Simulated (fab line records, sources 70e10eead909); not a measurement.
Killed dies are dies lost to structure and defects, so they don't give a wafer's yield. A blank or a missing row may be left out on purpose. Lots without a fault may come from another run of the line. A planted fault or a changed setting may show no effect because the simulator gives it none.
fab line records | flow nand_harc
record lots=12 wafers=36 last_day=24
route steps=1159 shown A_SGD_CUT@758 A_SLIT@787
lots that met no fault: from a run of the same line without faults
start_h: hours from the record's first day to the start of the lot's first wafer shown | wait_h: hours since the lot's step before | " the same as in the row above | L1.1+2: a row that stands for several wafers | - no value, or no start given | * or withheld: withheld | < > ~ a bound
route shown NAME@n: a module of which the file shows steps, and the number in the route of the first | usual: mean/standard deviation of fault-free wafers | same: alike in all rows | chamber/n: place in a boat | sites: the reading at each site | _std_site: their standard deviation | _edge_site: outer sites' mean less inner sites' | radius_mm: how far each site lies from the wafer's centre | mask NAME#n: copy n | behind: the tool/chamber that last shaped the wafer | hold: why the lot was held/for how many hours/how that ended | device: the transistor (n, p or np) that didn't switch | end of line: the same wafers' tests at the end of the route | a step without rows: its recipe alone | killed: dies lost to structure and defects at the first sort, not the wafer's yield | map: a wafer's dies, x killed, . not, _ none there
set.NAME: the setting as run; set.NAME@STEP: as run at that earlier step | model.NAME: the simulator's own value behind a step, which no gauge read
steps of the route over a sample of lots; a table a step, a row a wafer
services: from which hour (start_h, from the record's first day; less than 0 if before it) a tool's chamber was out of use, for how many hours, and why
## steps
# step NHARC_A_SGD_CUT_CD_MEAS_09
# recipe target_cd_nm=100 landing_energy_ev=500
# usual cd_nm=100.4/0.69
# columns lot.wafer tool chamber start_h wait_h cd_nm
L430.2 cd_sem-02 0 311.71 - 100.8
L430.3 " 0 " " 100.7
L430.4 " 0 " " 99.8
L433.3 cd_sem-02 0 331.30 - 100.1
L433.5 " 0 " " 100.0
L433.6 " 0 " " 99.2
L434.1 cd_sem-02 0 342.85 - 100.4
L434.2 " 0 " " 99.8
L434.5 " 0 " " 100.2
L435.2 cd_sem-03 0 343.21 - 100.7
L435.3 " 0 " " 100.1
L435.4 " 0 " " 99.7
L439.1 cd_sem-02 0 364.28 - 101.0
L439.2 " 0 " " 100.6
L439.4 " 0 " " 100.1
L440.1 cd_sem-03 0 379.58 - 101.4
L440.2 " 0 " " 101.0
L440.3 " 0 " " 101.4
L441.1 cd_sem-01 0 381.22 - 100.3
L441.3 " 0 " " 99.7
L441.6 " 0 " " 99.9
L444.2 cd_sem-02 0 401.51 - 100.1
L444.3 " 0 " " 99.9
L444.5 " 0 " " 99.0
L447.3 cd_sem-02 0 411.11 - 101.4
L447.5 " 0 " " 101.6
L447.6 " 0 " " 100.9
L449.1 cd_sem-01 0 424.92 - 100.8
L449.3 " 0 " " 101.3
L449.5 " 0 " " 100.3
L450.2 cd_sem-02 0 438.44 - 101.6
L450.3 " 0 " " 100.8
L450.5 " 0 " " 100.8
L452.2 cd_sem-02 0 438.94 - 100.3
L452.4 " 0 " " 100.4
L452.5 " 0 " " 99.8
# step NHARC_A_SGD_CUT_ETCH_15
# recipe target_depth_a=750 time_s=64.3 ch3f_flow_sccm=50 o2_flow_sccm=30 ar_flow_sccm=200 rf_w=500 bias_w=100 chemistry=CH3F/O2
# usual ch3f_flow_sccm=49.99/0.13 drypump_motor_current_A=5.6/0.45 oes_product_au=0.959/0.021 rf_vpp_V=264.0/1.8 showerhead_plenum_p_Torr=2.46/0.1 throttle_valve_pct=20.663/0.0092
# columns lot.wafer tool chamber start_h wait_h ch3f_flow_sccm drypump_motor_current_A oes_product_au rf_hours_counter_h rf_vpp_V showerhead_plenum_p_Torr throttle_valve_pct
L430.3 rie_diel-04 3 - - 49.90 5.8 0.950 1 265.3 2.50 20.663
L430.2 " 0 " " 49.96 5.6 1.006 0 262.7 2.44 20.671
L430.4 " 2 " " 49.96 5.2 0.964 1 263.6 2.41 20.670
L433.3 rie_diel-03 0 - - 50.12 5.6 0.978 10 262.6 2.43 20.654
L433.6 " 2 " " 50.10 4.9 0.942 - 264.7 2.56 20.660
L433.5 " 0 " " 50.10 5.6 0.976 - 263.7 2.43 20.666
L434.2 rie_diel-04 0 - - 49.99 5.6 0.992 3 261.7 2.44 20.658
L434.1 " 3 " " 49.94 5.8 0.971 3 267.3 2.50 20.642
L434.5 " 0 " " 49.81 5.6 0.984 - 262.6 2.44 20.660
L435.2 rie_diel-03 0 - - 49.96 5.6 0.996 11 264.0 2.43 20.639
L435.4 " 2 " " 49.84 4.9 0.917 10 265.5 2.56 20.662
L435.3 " 3 " " 49.93 4.9 0.953 11 267.1 2.63 20.671
L439.1 rie_diel-07 1 - - 49.84 6.2 0.946 13 261.0 2.28 20.669
L439.4 " 3 " " 49.92 5.6 0.965 13 265.7 2.59 20.666
L439.2 " 0 " " 50.21 6.2 0.966 13 262.2 2.32 20.663
L440.2 rie_diel-07 2 - - 50.03 5.8 0.967 15 264.3 2.43 20.672
L440.3 " 3 " " 50.15 5.6 0.965 15 266.5 2.58 20.673
L440.1 " 0 " " 50.17 6.2 0.977 15 261.2 2.32 20.664
L441.3 rie_diel-03 3 - - 50.10 4.9 0.955 16 266.1 2.63 20.656
L441.1 " 1 " " 50.00 5.5 0.986 14 265.3 2.43 20.678
L441.6 " 2 " " 50.20 4.9 0.942 - 265.5 2.56 20.679
L444.3 rie_diel-04 1 - - 50.01 6.1 0.949 8 263.3 2.44 20.651
L444.2 " 2 " " 49.85 5.2 0.957 8 262.4 2.41 20.667
L444.5 " 1 " " 50.09 6.1 0.945 - 262.8 2.44 20.665
L447.3 rie_diel-03 3 - - 50.16 4.9 0.945 0 266.6 2.63 20.650
L447.5 " 1 " " 49.90 5.5 0.959 - 262.9 2.43 20.671
L447.6 " 2 " " 49.92 4.9 0.949 - 265.9 2.56 20.667
L449.3 rie_diel-03 3 - - 49.83 4.8 0.921 2 266.0 2.63 20.654
L449.1 " 2 " " 49.84 4.9 0.910 2 265.3 2.56 20.652
L449.5 " 0 " " 49.92 5.6 0.945 - 263.6 2.43 20.673
L450.3 rie_diel-03 3 - - 49.91 4.8 0.950 3 265.8 2.63 20.664
L450.2 " 0 " " 50.08 5.6 1.001 3 262.1 2.43 20.660
L450.5 " 0 " " 50.08 5.6 0.975 - 261.8 2.43 20.664
L452.2 rie_diel-04 3 - - 49.97 5.8 0.944 10 265.8 2.50 20.651
L452.4 " 2 " " 49.88 5.2 0.974 10 262.8 2.41 20.648
L452.5 " 0 " " 49.91 5.6 0.977 - 263.2 2.44 20.666
# step NHARC_A_SGD_CUT_STRIP_17
# recipe o2_flow_sccm=500 ar_flow_sccm=0 bias_w=0 chemistry=O2
# usual drypump_motor_current_A=5.6/0.43 oes_product_au=0.997/0.016 rf_vpp_V=57.8/0.83 showerhead_plenum_p_Torr=3.52/0.13 throttle_valve_pct=17.036/0.008
# columns lot.wafer tool chamber start_h wait_h drypump_motor_current_A oes_product_au rf_hours_counter_h rf_vpp_V showerhead_plenum_p_Torr throttle_valve_pct
L430.4 rie_diel-04 3 - - 5.8 0.981 1 57.6 3.59 17.044
L430.3 " 0 " " 5.6 1.035 1 56.8 3.50 17.031
L430.2 " 1 " " 6.2 0.974 1 57.8 3.50 17.053
L433.3 rie_diel-03 1 - - 5.5 0.994 8 58.2 3.49 17.036
L433.6 " 0 " " 5.6 1.030 - 57.4 3.49 17.032
L433.5 " 1 " " 5.4 1.004 - 58.7 3.49 17.042
L434.2 rie_diel-04 0 - - 5.6 1.029 3 58.1 3.50 17.029
L434.1 " 1 " " 6.1 0.990 3 56.8 3.50 17.023
L434.5 " 0 " " 5.6 1.024 - 57.1 3.50 17.031
L435.3 rie_diel-03 1 - - 5.5 1.011 9 57.7 3.49 17.060
L435.4 " 2 " " 4.9 0.976 10 57.8 3.67 17.038
L435.2 " 3 " " 4.9 0.998 11 57.7 3.77 17.024
L439.2 rie_diel-07 3 - - 5.6 1.012 13 57.6 3.70 17.036
L439.4 " 0 " " 6.2 0.994 13 57.9 3.33 17.037
L439.1 " 1 " " 6.2 0.977 13 56.2 3.29 17.037
L440.3 rie_diel-07 3 - - 5.6 1.006 15 56.7 3.70 17.022
L440.2 " 0 " " 6.2 0.998 15 56.4 3.33 17.024
L440.1 " 1 " " 6.2 0.978 15 57.6 3.29 17.043
L441.1 rie_diel-03 1 - - 5.5 1.009 14 57.4 3.48 17.037
L441.3 " 3 " " 4.9 0.998 16 58.1 3.77 17.042
L441.6 " 2 " " 4.9 0.988 - 58.5 3.67 17.039
L444.2 rie_diel-04 0 - - 5.6 1.014 6 58.4 3.50 17.035
L444.3 " 1 " " 6.2 0.987 8 58.1 3.50 17.031
L444.5 " 0 " " 5.6 1.011 - 58.5 3.50 17.024
L447.3 rie_diel-03 1 - - 5.5 0.986 1 57.3 3.48 17.038
L447.5 " 1 " " 5.5 0.984 - 58.2 3.48 17.030
L447.6 " 2 " " 4.9 0.979 - 58.7 3.66 17.047
L449.3 rie_diel-03 1 - - 5.5 0.990 2 58.1 3.48 17.042
L449.1 " 2 " " 4.9 0.981 2 58.2 3.66 17.028
L449.5 " 0 " " 5.6 1.010 - 57.3 3.49 17.025
L450.2 rie_diel-03 1 - - 5.5 0.973 3 57.4 3.48 17.039
L450.3 " 2 " " 4.9 0.966 3 58.2 3.66 17.020
L450.5 " 2 " " 4.9 0.971 - 58.0 3.66 17.033
L452.4 rie_diel-04 1 - - 6.1 0.980 10 57.6 3.50 17.040
L452.2 " 2 " " 5.2 0.990 10 58.5 3.46 17.037
L452.5 " 2 " " 5.3 0.994 - 58.2 3.46 17.040
# step NHARC_A_SLIT_EXPOSE_06
# recipe na=1.35 dose_mj=60.82 mask_id=SLIT
# usual exposure_dose_mJ_cm2=60.78/0.063
# columns lot.wafer tool chamber start_h wait_h mask exposure_dose_mJ_cm2
L430.2 arfi_scanner-02 0 321.38 - SLIT#0 60.77
L430.3 " 0 " " SLIT#0 60.69
L430.4 " 0 " " SLIT#0 60.75
L433.3 arfi_scanner-03 0 341.85 - SLIT#0 60.88
L433.5 " 0 " " SLIT#0 60.90
L433.6 " 0 " " SLIT#0 60.88
L434.1 arfi_scanner-02 0 352.75 - SLIT#0 60.85
L434.2 " 0 " " SLIT#0 60.85
L434.5 " 0 " " SLIT#0 60.85
L435.2 arfi_scanner-03 0 352.91 - SLIT#0 60.70
L435.3 " 0 " " SLIT#0 60.70
L435.4 " 0 " " SLIT#0 60.73
L439.1 arfi_scanner-01 0 376.20 - SLIT#0 60.76
L439.2 " 0 " " SLIT#0 60.78
L439.4 " 0 " " SLIT#0 60.69
L440.1 arfi_scanner-01 0 388.54 - SLIT#0 60.78
L440.2 " 0 " " SLIT#0 60.77
L440.3 " 0 " " SLIT#0 60.82
L441.1 arfi_scanner-02 0 390.09 - SLIT#0 60.80
L441.3 " 0 " " SLIT#0 60.87
L441.6 " 0 " " SLIT#0 60.72
L444.2 arfi_scanner-02 0 415.53 - SLIT#0 66.73
L444.3 " 0 " " SLIT#0 66.70
L444.5 " 0 " " SLIT#0 66.75
L447.3 arfi_scanner-02 0 422.52 - SLIT#0 65.53
L447.5 " 0 " " SLIT#0 65.50
L447.6 " 0 " " SLIT#0 65.54
L449.1 arfi_scanner-03 0 435.84 - SLIT#0 60.83
L449.3 " 0 " " SLIT#0 60.86
L449.5 " 0 " " SLIT#0 60.84
L452.2 arfi_scanner-03 0 447.97 - SLIT#0 60.73
L452.4 " 0 " " SLIT#0 60.88
L452.5 " 0 " " SLIT#0 60.75
L450.2 arfi_scanner-02 0 449.17 - SLIT#0 64.56
L450.3 " 0 " " SLIT#0 64.57
L450.5 " 0 " " SLIT#0 64.54
# step NHARC_A_SLIT_CD_MEAS_09
# recipe target_cd_nm=300 landing_energy_ev=500
# usual cd_nm=300.1/0.62
# columns lot.wafer tool chamber start_h wait_h cd_nm
L430.2 cd_sem-03 0 321.52 - 300.3
L430.3 " 0 " " 299.3
L430.4 " 0 " " 299.0
L433.3 cd_sem-02 0 341.99 - 299.8
L433.5 " 0 " " 299.9
L433.6 " 0 " " 299.5
L434.1 cd_sem-02 0 352.89 - 298.9
L434.2 " 0 " " 300.3
L434.5 " 0 " " 300.5
L435.2 cd_sem-03 0 353.04 - 300.5
L435.3 " 0 " " 300.0
L435.4 " 0 " " 299.5
L439.1 cd_sem-01 0 376.34 - 300.8
L439.2 " 0 " " 299.9
L439.4 " 0 " " 299.4
L440.1 cd_sem-01 0 388.68 - 300.2
L440.2 " 0 " " 300.6
L440.3 " 0 " " 299.7
L441.1 cd_sem-01 0 390.22 - 300.1
L441.3 " 0 " " 300.3
L441.6 " 0 " " 300.8
L444.2 cd_sem-01 0 415.67 - 304.4
L444.3 " 0 " " 305.6
L444.5 " 0 " " 304.5
L447.3 cd_sem-01 0 422.65 - 303.5
L447.5 " 0 " " 302.8
L447.6 " 0 " " 303.5
L449.1 cd_sem-03 0 435.98 - 301.0
L449.3 " 0 " " 300.0
L449.5 " 0 " " 300.7
L452.2 cd_sem-01 0 448.11 - 301.4
L452.4 " 0 " " 300.1
L452.5 " 0 " " 300.6
L450.2 cd_sem-03 0 449.31 - 303.6
L450.3 " 0 " " 303.9
L450.5 " 0 " " 303.0
## services
# columns tool chamber start_h hours kind
rie_diel-04 - 288.90 9.0 pm
rie_diel-03 2 291.78 4.4 repair
rie_diel-03 - 292.47 2.1 repair
rie_diel-03 0 297.88 - clean
rie_diel-03 1 297.88 - clean
rie_diel-03 2 297.88 - clean
rie_diel-03 3 297.88 - clean
arfi_scanner-03 - 312.00 4.0 pm
arfi_scanner-01 - 313.42 3.7 repair
rie_diel-03 0 322.38 - clean
rie_diel-03 1 322.38 - clean
rie_diel-03 2 322.38 - clean
rie_diel-03 1 328.69 3.5 repair
arfi_scanner-01 - 334.88 1.2 repair
rie_diel-04 1 343.91 4.4 repair
rie_diel-04 0 348.26 18.2 repair
rie_diel-03 0 358.74 14.8 repair
arfi_scanner-01 - 368.99 4.0 pm
rie_diel-03 - 377.83 2.6 repair
arfi_scanner-01 - 392.24 1.9 repair
rie_diel-03 - 392.56 9.0 pm
rie_diel-07 - 405.20 9.0 pm
arfi_scanner-02 - 428.00 4.0 pm
rie_diel-03 0 441.54 11.7 repair
## key
first_sign step=NHARC_A_SLIT_EXPOSE_06 reading=exposure_dose_mJ_cm2 direction=up sigmas=76 usual=60.78 struck=65.60
effect step=NHARC_A_SLIT_CD_MEAS_09 reading=cd_nm direction=up sigmas=6.1 usual=300.1 struck=303.9 through=control_loop
met_at NHARC_A_SLIT_EXPOSE_06
struck_lots L444,L447,L450
tester_left_out L444,L447,L450
loop_trim step=NHARC_A_SLIT_EXPOSE_06 setting=dose lots=L447,L450
not_acting_at NHARC_A_SGD_CUT_CD_MEAS_09,NHARC_A_SGD_CUT_ETCH_15,NHARC_A_SGD_CUT_STRIP_17
onset_between 390.09 415.53
fault kind=process_parameter_drift tool=arfi_scanner-02 chamber=- onset_h=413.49 steps=NHARC_A_SLIT_EXPOSE_06 channel=dose_mj offset=5.886 shape=step acts_in=these_recipes_only stated=60.82
# tester_left_out: of these lots the tester's yield and bins aren't shown, on N5 and GAA mostly nor the transistor test; their killed dies are dies lost to structure and defects alone, not to doping, threshold or leakage, so they don't give the yield
# loop_trim: a control loop set the setting to another value than it would have without faults
